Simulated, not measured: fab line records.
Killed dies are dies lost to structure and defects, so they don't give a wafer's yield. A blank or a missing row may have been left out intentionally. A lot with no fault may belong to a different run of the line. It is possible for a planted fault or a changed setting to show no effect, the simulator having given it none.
fab line records | flow nand-harc
[record] lots = 6 | wafers = 16 | last-day = 30
route steps=1302 shown A_STAIRCASE@879 A_SGD_CUT@890 END@1302
lots that met no fault: from a run of the same line without faults
start-h: the number of hours between the record's first day and the start of the first shown wafer of the lot | wait-h: hours elapsed since this lot's preceding step | " the same as in the row above | L1.1+2: a single row standing in for several wafers | - no value present, or no start provided | * or withheld: withheld | < > ~ a bound
route shown NAME@n: names a module that has steps shown in the file, with the first one's number in the route | usual: mean/standard deviation taken from wafers without a fault | same: alike in all rows | chamber/n: place in a boat | sites: readings site by site | _std_site: how widely they spread, as a standard deviation | _edge_site: mean of outer sites minus mean of inner sites | radius-mm: how far each site lies from the wafer's centre | mask NAME#n: copy n | behind: the tool/chamber that last shaped the wafer | hold: cause of the lot's hold/its duration in hours/its outcome | device: the n, p or np transistor that did not switch | end of line: tests of these same wafers at the route's end | step lacking rows: just its recipe | killed: at the first sort, the dies lost to defects and structure; wafer yield is something else | map: the dies of a wafer, with x for killed, . for not killed, _ for no die there
set.NAME: the setting the step ran with; set.NAME@STEP: the setting that earlier step ran with | model.NAME: the simulator's own value behind a step, which no gauge read
a table for each step, a row for each wafer; lots at some steps of the route
services: from which hour (start-h, from the record's first day; less than 0 if before it) a tool's chamber was out of use, for how many hours, and why
[[steps]]
[step NHARC_A_STAIRCASE_SRD_154]
[step NHARC_A_STAIRCASE_ETCH_403]
[recipe] target-depth-a = 1082 | chemistry = dHF | material = SiO2
[step NHARC_A_STAIRCASE_ETCHBACK_422]
[recipe] target-depth-a = 400 | over-etch-frac = 0.3 | time-s = 74.286 | ion-energy-ev = 120 | ch3f-flow-sccm = 50 | o2-flow-sccm = 30 | ar-flow-sccm = 200 | rf-w = 500 | bias-w = 100 | chemistry = CH3F/O2
[step NHARC_A_STAIRCASE_ETCH_423]
[recipe] target-depth-a = 300 | chemistry = dHF | material = SiO2
[step NHARC_A_STAIRCASE_ETCHBACK_157]
[recipe] target-depth-a = 900 | over-etch-frac = 0.3 | time-s = 167.14 | ion-energy-ev = 120 | ch3f-flow-sccm = 50 | o2-flow-sccm = 30 | ar-flow-sccm = 200 | rf-w = 500 | bias-w = 100 | chemistry = CH3F/O2
[step NHARC_A_STAIRCASE_STRIP_475]
[recipe] time-s = 20 | o2-flow-sccm = 500 | ar-flow-sccm = 0 | bias-w = 0 | chemistry = O2
[step NHARC_A_STAIRCASE_DEP_471]
[recipe] target-thk-a = 1000 | temp-c = 400 | pressure-torr = 6.5 | rf-w = 900 | teos-flow-sccm = 161.4 | flow-sccm = 2650 | target-thk-nm = 100 | gas = O2 | material = SiO2
[usual] heater-power-w = 514/81 | showerhead-vpp-V = 1860/85 | susceptor-temp-C = 400.03/0.23 | throttle-valve-pct = 16.0/0.43
lot.wafer | tool     | chamber | start-h | wait-h | heater-power-w | showerhead-vpp-V | susceptor-temp-C | throttle-valve-pct
L682.1    | pecvd-03 | 1       | 438.68  | -      | 378            | 1892             | 400.67           | 15.5
L682.4    | "        | 2       | "       | "      | 562            | 1788             | 399.90           | 15.8
L682.5    | "        | 1       | "       | "      | 389            | 1913             | 400.50           | 15.6
L683.1    | pecvd-04 | 0       | 446.86  | -      | 580            | 1753             | 400.17           | 16.5
L683.3    | "        | 1       | "       | "      | 360            | 1992             | 399.62           | 15.6
L683.2    | "        | 2       | "       | "      | 543            | 1887             | 400.29           | 16.1
L687.3    | pecvd-04 | 2       | 475.43  | -      | 604            | 1899             | 400.34           | 16.6
L687.2    | "        | 0       | "       | "      | 555            | 1742             | 400.21           | 16.2
L687.6    | "        | 0       | "       | "      | 546            | 1723             | 399.93           | 16.2
L690.2    | pecvd-02 | 0       | 525.35  | -      | 561            | 1745             | 400.14           | 16.1
L690.4    | "        | 1       | "       | "      | 534            | 1884             | 400.00           | 16.9
L690.6    | "        | 0       | "       | "      | 563            | 1780             | 400.09           | 16.3
L696.4    | pecvd-04 | 0       | 588.91  | -      | 555            | 1752             | 399.54           | 16.8
L696.5    | "        | 0       | "       | "      | 566            | 1755             | 400.00           | 16.9
L699.4    | pecvd-03 | 0       | 596.28  | -      | 504            | 1863             | 399.91           | 15.4
L699.6    | "        | 1       | "       | "      | 446            | 1926             | 400.10           | 15.9
[step NHARC_A_STAIRCASE_CMP_472]
[recipe] material = SiO2
[step NHARC_A_STAIRCASE_SRD_474]
[step NHARC_A_STAIRCASE_INSPECT_155]
[usual] raw-defect-count = 373/110
lot.wafer | tool              | chamber | start-h | wait-h | raw-defect-count
L682.1    | defect-inspect-01 | -       | 439.26  | 0.1    | 320
L682.4    | "                 | -       | "       | "      | 264
L682.5    | "                 | -       | "       | "      | 320
L683.1    | defect-inspect-01 | -       | 447.50  | 0.1    | 407
L683.2    | "                 | -       | "       | "      | 411
L683.3    | "                 | -       | "       | "      | 467
L687.2    | defect-inspect-01 | -       | 476.07  | 0.1    | 372
L687.3    | "                 | -       | "       | "      | 208
L687.6    | "                 | -       | "       | "      | 239
L690.2    | defect-inspect-01 | -       | 525.91  | 0.1    | 337
L690.4    | "                 | -       | "       | "      | 302
L690.6    | "                 | -       | "       | "      | 273
L696.4    | defect-inspect-01 | -       | 589.48  | 0.1    | 460
L696.5    | "                 | -       | "       | "      | 438
L699.4    | defect-inspect-01 | -       | 596.79  | 0.1    | 315
L699.6    | "                 | -       | "       | "      | 249
[step NHARC_A_SGD_CUT_DEP_00]
[recipe] target-thk-a = 500 | temp-c = 400 | target-thk-nm = 50 | flow-sccm = 200 | rf-w = 450 | material = SiNx
[usual] heater-power-w = 708/97 | susceptor-temp-C = 400.02/0.24
lot.wafer | tool     | chamber | start-h | wait-h | heater-power-w | susceptor-temp-C
L682.1    | pecvd-03 | 0       | 439.38  | 0.1    | 768            | 399.93
L682.4    | "        | 2       | "       | "      | 668            | 400.49
L682.5    | "        | 0       | "       | "      | 619            | 400.19
L683.2    | pecvd-01 | 2       | 447.57  | 0.1    | 845            | 400.09
L683.3    | "        | 0       | "       | "      | 839            | 400.38
L683.1    | "        | 1       | "       | "      | 728            | 400.27
L687.2    | pecvd-04 | 0       | 476.17  | 0.1    | 686            | 399.70
L687.3    | "        | 1       | "       | "      | 566            | 400.15
L687.6    | "        | 0       | "       | "      | 685            | 399.74
L690.2    | pecvd-04 | 0       | 526.03  | 0.1    | 644            | 400.21
L690.6    | "        | 2       | "       | "      | 784            | 400.52
L690.4    | "        | 0       | "       | "      | 662            | 400.14
L696.4    | pecvd-01 | 1       | 589.66  | 0.2    | 724            | 399.73
L696.5    | "        | 2       | "       | "      | 907            | 400.05
L699.4    | pecvd-01 | 1       | 597.18  | 0.4    | 780            | 400.14
L699.6    | "        | 2       | "       | "      | 888            | 400.05
[step NHARC_A_SGD_CUT_DEHYDRATE_01]
[recipe] temp-c = 150 | time-s = 120
[step NHARC_A_SGD_CUT_HMDS_02]
[recipe] time-s = 30
[step NHARC_A_SGD_CUT_COAT_56]
[recipe] temp-c = 260 | time-s = 75
[step NHARC_A_SGD_CUT_COAT_57]
[recipe] temp-c = 225 | time-s = 65
[step NHARC_A_SGD_CUT_COAT_03]
[recipe] spin-rpm = 1500 | resist-thk-nm = 90
[step NHARC_A_SGD_CUT_SOFTBAKE_04]
[recipe] temp-c = 105 | time-s = 55
[step NHARC_A_SGD_CUT_EBR_05]
[step NHARC_A_SGD_CUT_EXPOSE_06]
[recipe] na = 1.35 | dose-mj = 85.59 | mask-id = SGD
[step NHARC_A_SGD_CUT_PEB_07]
[recipe] peb-temp-c = 100 | peb-time-s = 65
[step NHARC_A_SGD_CUT_DEVELOP_08]
[recipe] develop-time-s = 35 | dev-temp-c = 23
[step NHARC_A_SGD_CUT_CD_MEAS_09]
[recipe] target-cd-nm = 100 | landing-energy-ev = 500
[usual] cd-nm = 99.9/0.41
lot.wafer | tool      | chamber | start-h | wait-h | cd-nm
L682.1    | cd-sem-01 | 0       | 439.92  | -      | 100.1
L682.4    | "         | 0       | "       | "      | 99.4
L682.5    | "         | 0       | "       | "      | 100.0
L683.1    | cd-sem-02 | 0       | 448.29  | -      | 100.1
L683.2    | "         | 0       | "       | "      | 100.0
L683.3    | "         | 0       | "       | "      | 99.6
L687.2    | cd-sem-01 | 0       | 476.86  | -      | 99.9
L687.3    | "         | 0       | "       | "      | 99.9
L687.6    | "         | 0       | "       | "      | 99.8
L690.2    | cd-sem-01 | 0       | 526.70  | -      | 100.1
L690.4    | "         | 0       | "       | "      | 99.9
L690.6    | "         | 0       | "       | "      | 100.3
L696.4    | cd-sem-03 | 0       | 590.30  | -      | 100.6
L696.5    | "         | 0       | "       | "      | 100.2
L699.4    | cd-sem-01 | 0       | 597.67  | -      | 100.2
L699.6    | "         | 0       | "       | "      | 100.1
[step NHARC_A_SGD_CUT_OVL_MEAS_10]
[usual] overlay-x-nm = -0.1/0.77 | overlay-y-nm = 0.1/0.79
lot.wafer | tool       | chamber | start-h | wait-h | overlay-x-nm | overlay-y-nm
L682.1    | overlay-01 | -       | 440.01  | -      | -0.5         | 0.0
L682.4    | "          | -       | "       | "      | -0.8         | 0.1
L682.5    | "          | -       | "       | "      | -0.3         | -0.2
L683.1    | overlay-01 | -       | 448.97  | -      | -0.7         | -0.3
L683.2    | "          | -       | "       | "      | -1.0         | 0.1
L683.3    | "          | -       | "       | "      | -0.8         | -0.4
L687.2    | overlay-02 | -       | 476.95  | -      | -0.3         | 0.2
L687.3    | "          | -       | "       | "      | -0.3         | -0.9
L687.6    | "          | -       | "       | "      | -0.5         | -0.7
L690.2    | overlay-02 | -       | 526.79  | -      | 1.4          | -0.7
L690.4    | "          | -       | "       | "      | 1.4          | -0.3
L690.6    | "          | -       | "       | "      | 1.5          | -0.4
L696.4    | overlay-01 | -       | 590.39  | -      | -0.3         | -0.1
L696.5    | "          | -       | "       | "      | -0.4         | -0.1
L699.4    | overlay-02 | -       | 597.75  | -      | 0.2          | 0.3
L699.6    | "          | -       | "       | "      | 0.1          | 0.6
[step NHARC_A_SGD_CUT_INSPECT_11]
[usual] raw-defect-count = 56/30
lot.wafer | tool              | chamber | start-h | wait-h | raw-defect-count
L682.1    | defect-inspect-02 | -       | 440.05  | 0.0    | 58
L682.4    | "                 | -       | "       | "      | 65
L682.5    | "                 | -       | "       | "      | 54
L683.1    | defect-inspect-01 | -       | 449.01  | 0.0    | 113
L683.2    | "                 | -       | "       | "      | 128
L683.3    | "                 | -       | "       | "      | 117
L687.2    | defect-inspect-02 | -       | 476.99  | 0.0    | 20
L687.3    | "                 | -       | "       | "      | 19
L687.6    | "                 | -       | "       | "      | 17
L690.2    | defect-inspect-01 | -       | 526.82  | 0.0    | 27
L690.4    | "                 | -       | "       | "      | 28
L690.6    | "                 | -       | "       | "      | 37
L696.4    | defect-inspect-02 | -       | 590.42  | 0.0    | 65
L696.5    | "                 | -       | "       | "      | 59
L699.4    | defect-inspect-02 | -       | 597.79  | 0.0    | 18
L699.6    | "                 | -       | "       | "      | 17
[step NHARC_A_SGD_CUT_DESCUM_14]
[recipe] time-s = 3 | o2-flow-sccm = 200 | ar-flow-sccm = 0 | bias-power-w = 0 | chemistry = O2
[usual] chamber-pressure-mTorr = 60.00/0.055 | drypump-motor-current-A = 5.7/0.53 | oes-product-au = 0.999/0.0069 | rf-vpp-V = 57.8/0.88 | showerhead-plenum-p-Torr = 1.92/0.098 | throttle-valve-pct = 11.313/0.0092
[same] bias-power-w = 0 | time-s = 3
lot.wafer | tool        | chamber | start-h | wait-h | chamber-pressure-mTorr | drypump-motor-current-A | oes-product-au | rf-hours-counter-h | rf-vpp-V | showerhead-plenum-p-Torr | throttle-valve-pct
L682.4    | rie-diel-13 | 0       | 440.11  | 0.1    | 59.98                  | 5.1                     | 0.994          | 5.1                | 58.0     | 2.06                     | 11.318
L682.1    | "           | 3       | "       | "      | 59.99                  | 5.9                     | 1.005          | 4.9                | 57.9     | 1.99                     | 11.315
L682.5    | "           | 0       | "       | "      | 59.97                  | 5.1                     | 0.995          | -                  | 58.0     | 2.06                     | 11.325
L683.3    | rie-diel-02 | 3       | 449.08  | 0.1    | 59.91                  | 5.8                     | 0.996          | 3.7                | 56.9     | 1.97                     | 11.331
L683.2    | "           | 0       | "       | "      | 60.01                  | 4.8                     | 1.000          | 3.2                | 56.6     | 1.78                     | 11.304
L683.1    | "           | 1       | "       | "      | 59.95                  | 6.4                     | 0.992          | 3.1                | 56.5     | 1.91                     | 11.311
L687.2    | rie-diel-02 | 2       | 477.07  | 0.1    | 59.96                  | 5.3                     | 0.993          | 6.8                | 57.1     | 1.81                     | 11.311
L687.3    | "           | 3       | "       | "      | 59.96                  | 5.8                     | 1.004          | 6.9                | 57.0     | 1.97                     | 11.301
L687.6    | "           | 0       | "       | "      | 60.02                  | 4.9                     | 0.995          | -                  | 56.8     | 1.78                     | 11.327
L690.2    | rie-diel-02 | 1       | 526.89  | 0.1    | 60.06                  | 6.4                     | 1.000          | 8.6                | 57.8     | 1.90                     | 11.315
L690.4    | "           | 2       | "       | "      | 59.97                  | 5.3                     | 1.007          | 9.3                | 57.2     | 1.81                     | 11.325
L690.6    | "           | 1       | "       | "      | 59.97                  | 6.4                     | 0.999          | -                  | 58.1     | 1.90                     | 11.317
L696.4    | rie-diel-02 | 2       | 590.51  | 0.1    | 59.92                  | 5.3                     | 1.001          | 1.7                | 56.6     | 1.80                     | 11.315
L696.5    | "           | 0       | "       | "      | 59.99                  | 4.8                     | 1.002          | -                  | 58.6     | 1.78                     | 11.305
L699.4    | rie-diel-02 | 1       | 597.87  | 0.1    | 60.02                  | 6.4                     | 0.998          | 2.8                | 56.2     | 1.90                     | 11.308
L699.6    | "           | 3       | "       | "      | 60.03                  | 5.9                     | 0.997          | -                  | 57.8     | 1.97                     | 11.322
[step NHARC_A_SGD_CUT_ETCH_58]
[recipe] target-depth-a = 390 | over-etch-frac = 0.3 | time-s = 65 | ion-energy-ev = 80 | cf4-flow-sccm = 150 | ar-flow-sccm = 0 | rf-w = 300 | bias-w = 100 | chemistry = CF4
[usual] chamber-pressure-mTorr = 50.01/0.05 | drypump-motor-current-A = 5.7/0.5 | oes-product-au = 0.998/0.0072 | rf-vpp-V = 151.4/1.2 | showerhead-plenum-p-Torr = 1.77/0.084 | throttle-valve-pct = 13.284/0.009
[same] time-s = 65
lot.wafer | tool        | chamber | start-h | wait-h | chamber-pressure-mTorr | drypump-motor-current-A | oes-product-au | rf-hours-counter-h | rf-vpp-V | showerhead-plenum-p-Torr | throttle-valve-pct
L682.4    | rie-diel-13 | 3       | 440.20  | 0.1    | 49.99                  | 5.9                     | 0.995          | 4.9                | 152.7    | 1.83                     | 13.288
L682.1    | "           | 0       | "       | "      | 49.97                  | 5.1                     | 0.994          | 5.1                | 152.8    | 1.89                     | 13.293
L682.5    | "           | 2       | "       | "      | 49.95                  | 5.3                     | 0.990          | -                  | 150.8    | 1.86                     | 13.298
L683.2    | rie-diel-02 | 2       | 449.16  | 0.1    | 50.04                  | 5.3                     | 0.987          | 3.6                | 150.1    | 1.68                     | 13.270
L683.3    | "           | 0       | "       | "      | 50.09                  | 4.9                     | 0.993          | 3.2                | 150.9    | 1.65                     | 13.283
L683.1    | "           | 1       | "       | "      | 50.05                  | 6.4                     | 0.995          | 3.1                | 151.2    | 1.76                     | 13.285
L687.3    | rie-diel-02 | 3       | 477.14  | 0.1    | 50.01                  | 5.8                     | 0.982          | 6.9                | 151.5    | 1.82                     | 13.284
L687.2    | "           | 1       | "       | "      | 49.94                  | 6.4                     | 0.990          | 6.0                | 152.2    | 1.76                     | 13.301
L687.6    | "           | 3       | "       | "      | 50.03                  | 5.8                     | 1.003          | -                  | 152.0    | 1.82                     | 13.279
L690.2    | rie-diel-02 | 3       | 526.97  | 0.1    | 50.03                  | 5.8                     | 0.998          | 9.6                | 153.4    | 1.82                     | 13.275
L690.4    | "           | 0       | "       | "      | 50.12                  | 4.8                     | 0.997          | 8.9                | 150.5    | 1.65                     | 13.284
L690.6    | "           | 3       | "       | "      | 50.01                  | 5.8                     | 0.997          | -                  | 151.9    | 1.82                     | 13.256
L696.4    | rie-diel-02 | 2       | 590.59  | 0.1    | 50.02                  | 5.3                     | 0.996          | 1.7                | 150.1    | 1.68                     | 13.300
L696.5    | "           | 3       | "       | "      | 50.03                  | 5.8                     | 0.986          | -                  | 150.7    | 1.82                     | 13.295
L699.4    | rie-diel-02 | 2       | 597.95  | 0.1    | 50.01                  | 5.3                     | 1.001          | 3.2                | 150.8    | 1.67                     | 13.283
L699.6    | "           | 0       | "       | "      | 49.97                  | 4.8                     | 1.022          | -                  | 149.7    | 1.65                     | 13.290
[step NHARC_A_SGD_CUT_ETCH_59]
[recipe] target-depth-a = 2600 | over-etch-frac = 0.25 | time-s = 406.25 | ion-energy-ev = 200 | n2-flow-sccm = 150 | h2-flow-sccm = 150 | ar-flow-sccm = 0 | rf-w = 400 | bias-w = 150 | chemistry = N2/H2
[step NHARC_A_SGD_CUT_ETCH_15]
[recipe] target-depth-a = 750 | time-s = 64.3 | ch3f-flow-sccm = 50 | o2-flow-sccm = 30 | ar-flow-sccm = 200 | rf-w = 500 | bias-w = 100 | chemistry = CH3F/O2
[step NHARC_A_SGD_CUT_ETCH_16]
[recipe] target-depth-a = 3105 | time-s = 155.2 | c4f8-flow-sccm = withheld | o2-flow-sccm = 8 | ar-flow-sccm = withheld | rf-w = 600 | bias-w = 800 | chemistry = C4F8/O2/Ar
[step NHARC_A_SGD_CUT_STRIP_60]
[recipe] c4f8-flow-sccm = withheld | o2-flow-sccm = 8 | ar-flow-sccm = withheld | bias-w = 0 | chemistry = C4F8/O2/Ar
[step NHARC_A_SGD_CUT_STRIP_17]
[recipe] o2-flow-sccm = 500 | ar-flow-sccm = 0 | bias-w = 0 | chemistry = O2
[usual] chamber-pressure-mTorr = 60.00/0.055 | drypump-motor-current-A = 5.8/0.53 | oes-product-au = 0.996/0.0075 | rf-vpp-V = 57.7/0.84 | showerhead-plenum-p-Torr = 3.53/0.17 | throttle-valve-pct = 17.037/0.0091
lot.wafer | tool        | chamber | start-h | wait-h | chamber-pressure-mTorr | drypump-motor-current-A | oes-product-au | rf-hours-counter-h | rf-vpp-V | showerhead-plenum-p-Torr | throttle-valve-pct
L682.4    | rie-diel-13 | 1       | -       | -      | 59.99                  | 6.0                     | 0.999          | 5.1                | 57.6     | 3.42                     | 17.026
L682.1    | "           | 2       | "       | "      | 59.86                  | 5.4                     | 0.993          | 4.9                | 57.3     | 3.72                     | 17.039
L682.5    | "           | 2       | "       | "      | 60.03                  | 5.4                     | 0.998          | -                  | 58.0     | 3.72                     | 17.045
L683.2    | rie-diel-02 | 1       | -       | -      | 60.06                  | 6.4                     | 0.990          | 3.3                | 56.3     | 3.52                     | 17.035
L683.1    | "           | 2       | "       | "      | 60.01                  | 5.3                     | 0.986          | 4.0                | 56.5     | 3.35                     | 17.023
L683.3    | "           | 3       | "       | "      | 59.92                  | 5.8                     | 0.989          | 4.0                | 55.7     | 3.63                     | 17.046
L687.2    | rie-diel-02 | 0       | -       | -      | 59.99                  | 4.9                     | 0.987          | 6.4                | 56.6     | 3.30                     | 17.037
L687.3    | "           | 3       | "       | "      | 59.92                  | 5.8                     | 0.996          | 7.1                | 57.6     | 3.63                     | 17.046
L687.6    | "           | 0       | "       | "      | 60.07                  | 4.9                     | 0.992          | -                  | 55.5     | 3.30                     | 17.032
L690.4    | rie-diel-02 | 1       | -       | -      | 60.06                  | 6.4                     | 1.000          | 9.0                | 57.8     | 3.51                     | 17.034
L690.2    | "           | 2       | "       | "      | 60.01                  | 5.3                     | 1.008          | 9.6                | 57.2     | 3.34                     | 17.022
L690.6    | "           | 3       | "       | "      | 59.87                  | 5.9                     | 0.988          | -                  | 57.3     | 3.63                     | 17.036
L696.4    | rie-diel-02 | 1       | -       | -      | 60.01                  | 6.4                     | 0.997          | 1.8                | 57.2     | 3.51                     | 17.021
L696.5    | "           | 1       | "       | "      | 60.06                  | 6.4                     | 0.998          | -                  | 57.1     | 3.51                     | 17.026
L699.4    | rie-diel-02 | 0       | -       | -      | 60.04                  | 4.9                     | 1.012          | 3.1                | 57.2     | 3.29                     | 17.029
L699.6    | "           | 1       | "       | "      | 60.05                  | 6.4                     | 0.999          | -                  | 59.2     | 3.51                     | 17.039
[step NHARC_A_SGD_CUT_PRECLEAN_18]
[recipe] time-s = * | temp-c = 50 | bath-age-min = 0 | chemistry = SC1
[step NHARC_A_SGD_CUT_SRD_19]
[step NHARC_A_SGD_CUT_DEP_20]
[recipe] target-thk-a = 1500 | temp-c = 65 | material = SiO2
[step NHARC_A_SGD_CUT_ANNEAL_27]
[recipe] temp-c = 450 | time-s = 1800
[step NHARC_A_SGD_CUT_CMP_21]
[recipe] target-thk-nm = 148.19
[usual] edge-zone-pressure-frac = 1.000/0.005 | motor-current-A = 12.5/0.99 | time-to-endpoint-s = 49.8/2.3
lot.wafer | tool   | chamber | start-h | wait-h | edge-zone-pressure-frac | motor-current-A | time-to-endpoint-s
L682.1    | cmp-02 | 1       | 448.39  | 0.4    | 0.993                   | 12.8            | 52.1
L682.4    | "      | 2       | "       | "      | 1.001                   | 11.9            | 53.5
L682.5    | "      | 0       | "       | "      | 1.011                   | 12.8            | 53.4
L683.1    | cmp-02 | 0       | 456.94  | 0.4    | 0.999                   | 12.5            | 52.1
L683.3    | "      | 1       | "       | "      | 0.998                   | 12.3            | 52.9
L683.2    | "      | 2       | "       | "      | 0.991                   | 11.9            | 54.2
L687.2    | cmp-04 | 0       | 486.33  | 0.4    | 1.002                   | 13.1            | 50.3
L687.3    | "      | 1       | "       | "      | 1.003                   | 12.2            | 50.8
L687.6    | "      | 3       | "       | "      | 1.000                   | 11.9            | 49.2
L690.4    | cmp-04 | 0       | 533.01  | 0.4    | 1.007                   | 12.9            | 49.4
L690.2    | "      | 2       | "       | "      | 0.996                   | 12.2            | 50.7
L690.6    | "      | 1       | "       | "      | 1.001                   | 12.9            | 48.3
L696.4    | cmp-04 | 3       | 596.63  | 0.4    | 0.996                   | 12.0            | 51.5
L696.5    | "      | 3       | "       | "      | 1.002                   | 13.1            | 47.8
L699.4    | cmp-02 | 1       | 604.34  | 0.4    | 1.005                   | 12.5            | 49.2
L699.6    | "      | 3       | "       | "      | 1.000                   | 13.2            | 50.1
[step NHARC_A_SGD_CUT_SRD_23]
[step NHARC_A_SGD_CUT_ETCH_26]
[recipe] target-depth-a = 458 | chemistry = dHF | material = SiO2
[step NHARC_A_SGD_CUT_ETCHBACK_24]
[recipe] target-depth-a = 500 | over-etch-frac = 0.3 | time-s = 92.857 | ion-energy-ev = 120 | ch3f-flow-sccm = 50 | o2-flow-sccm = 30 | ar-flow-sccm = 200 | rf-w = 500 | bias-w = 100 | chemistry = CH3F/O2
[step NHARC_END_SORT_01]
[recipe] temp-c = 25
[usual] killed-at-array = 55/17 | killed-at-other = 1.1/1.4 | killed-at-periphery = 3.9/3 | killed-dies = 59/17 | killed-open = 3.5/2 | killed-short = 2.6/1.6
[same] gross-dies = 677
lot.wafer | tool      | chamber | start-h | wait-h | killed-at-array | killed-at-other | killed-at-periphery | killed-dies | killed-open | killed-short
L696.5    | prober-01 | 0       | 715.76  | 3.7    | 380             | 0               | 3                   | 383         | 6           | 2
L699.6    | prober-01 | 0       | 724.33  | 4.0    | 380             | 4               | 3                   | 387         | 8           | 0
// killed by level:class
L696.5 A_SGD_CUT:area-dep=315 A_SLIT:chamber-film-flake=34 A_CHANNEL_HOLE_D1:chamber-film-flake=14 A_CONTACT:chamber-film-flake=4 P_CONTACT:geometric-particle:open=2 A_WL_FILL:geometric-particle:short=2 A_CHANNEL_FILL_D1:chamber-film-flake=2 A_DECK1_JOINT:chamber-film-flake=2
L699.6 A_SGD_CUT:area-dep=347 A_CHANNEL_HOLE_D1:chamber-film-flake=13 A_CONTACT:chamber-film-flake=7 A_SLIT:chamber-film-flake=6 THIN_TSV:chamber-film-flake=4 A_M0:geometric-particle:open=3 P_CONTACT:geometric-particle:open=1 P_M0:geometric-particle:open=1
// map L696.5 (x killed, . not)
____________x____________
_________x.xxxxx_________
_______xxx.xxxxxxx_______
______xx.xxx..x.xxx______
_____xx.x.x.xx.xx.xx_____
____xxx.x.xx...xx.xxx____
____xxxxx.x...x.xx.xx____
___xxxxxxx.xx..x.xxxxx___
___xx.x..xx.xx.xxx.xxx___
__xxxxx...xx......x..xx__
__xxxx...x..xx.x....xxx__
_xx.xx.xx..xxx...xx..xxx_
_xx...x........xx..x..xx_
_xxx.xxx........x.x..xx._
_xxxxxxx.........x...xxx_
_x.xxxx..xx...x.x.x..xxx_
xxxx.x.x....x...x.xx.x.xx
xxxxx.x.....x...xx.xx..xx
xxxxxx.xx.xx..x...x.xxxxx
xxxxx.x...x..x.x....xxxxx
.xxxxxxxx.x.x.xx...x.xxxx
_xxxxx..x........x...x.x_
_xxxxxx........x..xx..xx_
_xxx.x..xx........x.xxxx_
_.x.x.xx.......x.x..xxxx_
_x...xx......x.......xxx_
__x..xx....xx....xxxxxx__
__..xx.xxxx.x.....xxxxx__
___xxx.x.x.x....xxxxxx___
___..x.x.x...x.x...xxx___
____xx.xxxx..xxx..xxx____
____xxx..x..x.xx..xxx____
_____x.xxxxx.xxxx.xx_____
______xx.x...xx.x.x______
_______xx.x..xxxxx_______
_________xx.xxx._________
____________x____________
// map L699.6 (x killed, . not)
____________.____________
_________....xx._________
_______x....xxx..._______
______..x.x....x.x.______
_____x......xxx.xxxx_____
____xxxxx.x.x.x...x..____
____.xxxx.xx.xxx..x..____
___.x.xxxxxxx.xxxx.x.x___
___...x.xxxx.xxxx.xx..___
__..x..x.xxx.xxxx.xxxx.__
__.x.xx.x.xxxxxxxxxx.xx__
_xx.x.x.xxxxx...xxx...x._
_....x.xx.x.xxxx.xxx...._
_x.x..xxxx.xx.xxxx.xx.xx_
_x..x.xx.xxxxx..xxx..xxx_
_x.x..xxxx..x...xxxxx.xx_
...x.xxx..xxxx.xxx...xxxx
x...x.xx..xxxx.xxxxx.xxxx
..x..x.x.xxxxxxxx.xx.xxx.
xx.x.x..xxxxx.x..x.x.xx.x
....xxx.xxxxxx.xxxx.xxxxx
_..xxxx.xx.x.xx.xxxxxx.._
_.....x..x.xxxxxx.x.xx.x_
_.....xxx.xxxxxxxxxxx..x_
_x..xx.xxxxxxxxxxxxx..xx_
_..x.xxx.x...xxxxxxxx.xx_
__xxx.x..xxxxxx.xx...x.__
__..x...xxxxx..x.xx.xx.__
___x.xx.x..xxx.x..x...___
___..x.x.xx.xxxxxx....___
____x...xx.....x..x..____
____...x......x.x.x.x____
_____.x.x.x.x..x.xx._____
______x..x.....x.x.______
_______x....xxx.x._______
_________.x..x.._________
____________.____________
[[services]]
tool        | chamber | start-h | hours | kind
cmp-04      | -       | 426.74  | 0.7   | repair
cmp-02      | -       | 428.55  | 4.0   | pm
cmp-04      | -       | 436.28  | 2.9   | repair
cmp-02      | -       | 446.30  | 0.3   | repair
pecvd-04    | -       | 450.17  | 13.0  | pm
cmp-02      | -       | 450.60  | 2.8   | repair
cmp-04      | -       | 452.92  | 2.4   | repair
rie-diel-13 | 3       | 456.70  | 6.9   | repair
cmp-02      | -       | 467.38  | 7.9   | repair
rie-diel-02 | 2       | 497.96  | 5.3   | repair
cmp-04      | -       | 498.01  | 2.4   | repair
cmp-04      | -       | 503.15  | 4.0   | pm
rie-diel-13 | -       | 519.08  | 9.0   | pm
cmp-02      | -       | 526.55  | 4.0   | pm
rie-diel-13 | 1       | 530.45  | 3.8   | repair
rie-diel-02 | -       | 532.15  | 0.4   | repair
pecvd-03    | -       | 547.12  | 13.0  | pm
cmp-02      | -       | 554.22  | 3.2   | repair
cmp-04      | -       | 555.30  | 0.7   | repair
cmp-04      | -       | 566.16  | 4.4   | repair
rie-diel-02 | -       | 570.70  | 9.0   | pm
pecvd-04    | 2       | 582.53  | 8.9   | repair
cmp-04      | -       | 585.14  | 1.2   | repair
cmp-04      | -       | 601.15  | 4.0   | pm
[[key]]
[first-sign] step = NHARC_END_SORT_01 | reading = killed-at-array | direction = up | sigmas = 19 | usual = 55 | struck = 380
[effect] step = NHARC_END_SORT_01 | reading = killed-dies | direction = up | sigmas = 19 | usual = 59 | struck = 385
[more-kills-born-at] NHARC_A_SGD_CUT_DEP_00@pecvd-01 = 662
met-at NHARC_A_SGD_CUT_DEP_00
struck-wafers L696.5,L699.6
later-rows-left-out L699.6
tester-left-out L696,L699
onset-between 447.57 589.66
[fault] kind = process-parameter-drift | tool = pecvd-01 | chamber = - | onset-h = 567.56 | steps = NHARC_A_SGD_CUT_DEP_00 | channel = target-thk-a | offset = * | shape = step | end-h = 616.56 | scope = struck-wafers-only | acts-in = * | stated = *
// tester-left-out: of these lots the tester's yield and bins aren't shown, on N5 and GAA mostly nor the transistor test; their killed dies are dies lost to structure and defects alone, not to doping, threshold or leakage, so they don't give the yield
// later-rows-left-out: the simulator's readings of these wafers behind a module that went badly wrong aren't trusted and aren't shown, but for the sort
